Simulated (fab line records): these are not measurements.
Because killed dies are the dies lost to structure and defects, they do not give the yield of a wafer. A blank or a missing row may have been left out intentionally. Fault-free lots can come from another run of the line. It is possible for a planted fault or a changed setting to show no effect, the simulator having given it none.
Check of tool commonality | flow nand_harc | Lots sampled 13, wafers sampled 39

## WHY IT WAS OPENED
On 2 of the 13 lots, a flag is raised at NHARC_A_SOURCE_PLATE_INSPECT_08 on the reading raw_defect_count. Fault-free wafers read 55, with a standard deviation of 22.
Rule: a lot gets a flag if all its wafers with a number sit over 4 standard deviations from that mean, or if no wafer of it has a number. All remaining lots are regarded as sound.

lot  | measured     | on                | raw_defect_count, wafer by wafer | flag
L727 | day 7 19:07  | defect_inspect-02 | 69 86 70                         |
L728 | day 7 19:10  | defect_inspect-02 | 32 24 63                         |
L730 | day 9 01:47  | defect_inspect-02 | 29 42 30                         |
L731 | day 9 06:43  | defect_inspect-01 | 58 50 40                         |
L732 | day 9 12:35  | defect_inspect-01 | 49 39 79                         |
L736 | day 11 12:14 | defect_inspect-02 | 30 42 43                         |
L737 | day 11 21:26 | defect_inspect-02 | 348 334 325                      | FLAGGED
L739 | day 12 22:28 | defect_inspect-01 | 331 374 319                      | FLAGGED
L746 | day 15 14:50 | defect_inspect-02 | 73 88 94                         |
L747 | day 16 08:52 | defect_inspect-02 | 26 82 48                         |
L748 | day 16 21:02 | defect_inspect-02 | 57 50 50                         |
L749 | day 16 21:02 | defect_inspect-02 | 64 52 42                         |
L750 | day 17 09:25 | defect_inspect-01 | 38 40 52                         |
Average over the flagged lots: 338; offset from the usual +284, equal to +13 standard deviations.

## LOT BY LOT: THE TOOL USED
Before the reading, the record contains 3 process steps out of a 1302-step route. In each cell: the tool, then ch and the chambers that the sampled wafers went through, then the start.
lot  | flag    | NHARC_A_ZERO_WELL_ETCH_13        | NHARC_A_ZERO_WELL_RTA_16         | NHARC_A_SOURCE_PLATE_CVD_03
L727 |         | rie_si-06 ch 0,1,2, day 6 21:29  | rtp_anneal-02 ch 0, day 6 22:32  | lpcvd_poly-04 ch 0, day 7 08:39
L728 |         | rie_si-05 ch 0,1,3, day 7 00:32  | rtp_anneal-01 ch 0, day 7 01:26  | lpcvd_poly-04 ch 0, day 7 08:39
L730 |         | rie_si-05 ch 0,2,3, day 8 04:49  | rtp_anneal-01 ch 0, day 8 05:48  | lpcvd_poly-04 ch 0, day 8 15:20
L731 |         | rie_si-05 ch 2,3, day 8 09:52    | rtp_anneal-02 ch 0, day 8 10:49  | lpcvd_poly-01 ch 0, day 8 20:12
L732 |         | rie_si-04 ch 1,2,3, day 8 15:10  | rtp_anneal-02 ch 0, day 8 16:03  | lpcvd_poly-02 ch 0, day 9 02:01
L736 |         | rie_si-06 ch 0,1,3, day 10 12:02 | rtp_anneal-02 ch 0, day 10 12:56 | lpcvd_poly-02 ch 0, day 10 23:04
L737 | FLAGGED | rie_si-04 ch 1,2, day 11 00:56   | rtp_anneal-01 ch 0, day 11 01:52 | lpcvd_poly-02 ch 0, day 11 11:25
L739 | FLAGGED | rie_si-04 ch 0,1,3, day 11 21:35 | rtp_anneal-02 ch 0, day 11 22:32 | lpcvd_poly-02 ch 0, day 12 09:46
L746 |         | rie_si-04 ch 0,2,3, day 14 17:55 | rtp_anneal-02 ch 0, day 14 18:51 | lpcvd_poly-02 ch 0, day 15 04:28
L747 |         | rie_si-06 ch 0,1, day 15 11:26   | rtp_anneal-02 ch 0, day 15 12:25 | lpcvd_poly-02 ch 0, day 15 22:43
L748 |         | rie_si-04 ch 0,1,2, day 15 23:36 | rtp_anneal-01 ch 0, day 16 00:31 | lpcvd_poly-02 ch 0, day 16 10:32
L749 |         | rie_si-05 ch 1,2,3, day 16 01:55 | rtp_anneal-01 ch 0, day 16 02:48 | lpcvd_poly-02 ch 0, day 16 10:32
L750 |         | rie_si-04 ch 0,3, day 16 09:10   | rtp_anneal-01 ch 0, day 16 10:04 | lpcvd_poly-04 ch 0, day 16 19:39
What these steps do:
- NHARC_A_ZERO_WELL_ETCH_13: etches the open film in HBr/Cl2, target depth 120 nm, time 40.1 s.
- NHARC_A_ZERO_WELL_RTA_16: time 10 s.
- NHARC_A_SOURCE_PLATE_CVD_03: deposits poly-Si, target thk 200 nm, time 4000 s.
- NHARC_A_SOURCE_PLATE_INSPECT_08

## FLAGGED AGAINST TOTAL, ONE TOOL AT A TIME (gauges that did the reading follow at the end)
step                            | tool              | lots run | flagged | share of the flagged lots | sound lots run after its first flagged lot
NHARC_A_ZERO_WELL_ETCH_13       | rie_si-04         | 6        | 2       | all                       | 3 (L746,L748,L750)
NHARC_A_ZERO_WELL_ETCH_13       | rie_si-05         | 4        | 0       | none                      | -
NHARC_A_ZERO_WELL_ETCH_13       | rie_si-06         | 3        | 0       | none                      | -
NHARC_A_ZERO_WELL_RTA_16        | rtp_anneal-01     | 6        | 1       | some                      | 3 (L748,L749,L750)
NHARC_A_ZERO_WELL_RTA_16        | rtp_anneal-02     | 7        | 1       | some                      | 2 (L746,L747)
NHARC_A_SOURCE_PLATE_CVD_03     | lpcvd_poly-01     | 1        | 0       | none                      | -
NHARC_A_SOURCE_PLATE_CVD_03     | lpcvd_poly-02     | 8        | 2       | all                       | 4 (L746,L747,L748,L749)
NHARC_A_SOURCE_PLATE_CVD_03     | lpcvd_poly-04     | 4        | 0       | none                      | -
NHARC_A_SOURCE_PLATE_INSPECT_08 | defect_inspect-01 | 4        | 1       | some                      | 1 (L750)
NHARC_A_SOURCE_PLATE_INSPECT_08 | defect_inspect-02 | 9        | 1       | some                      | 4 (L746,L747,L748,L749)

## THE TABLE: WHAT IT ALLOWS
Table rows that saw every flagged lot: 2, namely rie_si-04 at NHARC_A_ZERO_WELL_ETCH_13 and lpcvd_poly-02 at NHARC_A_SOURCE_PLATE_CVD_03.
- rie_si-04 at NHARC_A_ZERO_WELL_ETCH_13: 2 of its 6 lots flagged. Sound lots followed the first flagged one (L746, L748, L750) on it, something a lasting fault affecting the whole tool could not allow.
- lpcvd_poly-02 at NHARC_A_SOURCE_PLATE_CVD_03: 2 of its 8 lots flagged. Sound lots followed the first flagged one (L746, L747, L748, L749) on it, something a lasting fault affecting the whole tool could not allow.
Every row of the table either missed a flagged lot or ran a sound lot after the first.

## WHAT THE SIMULATOR HAD PUT IN
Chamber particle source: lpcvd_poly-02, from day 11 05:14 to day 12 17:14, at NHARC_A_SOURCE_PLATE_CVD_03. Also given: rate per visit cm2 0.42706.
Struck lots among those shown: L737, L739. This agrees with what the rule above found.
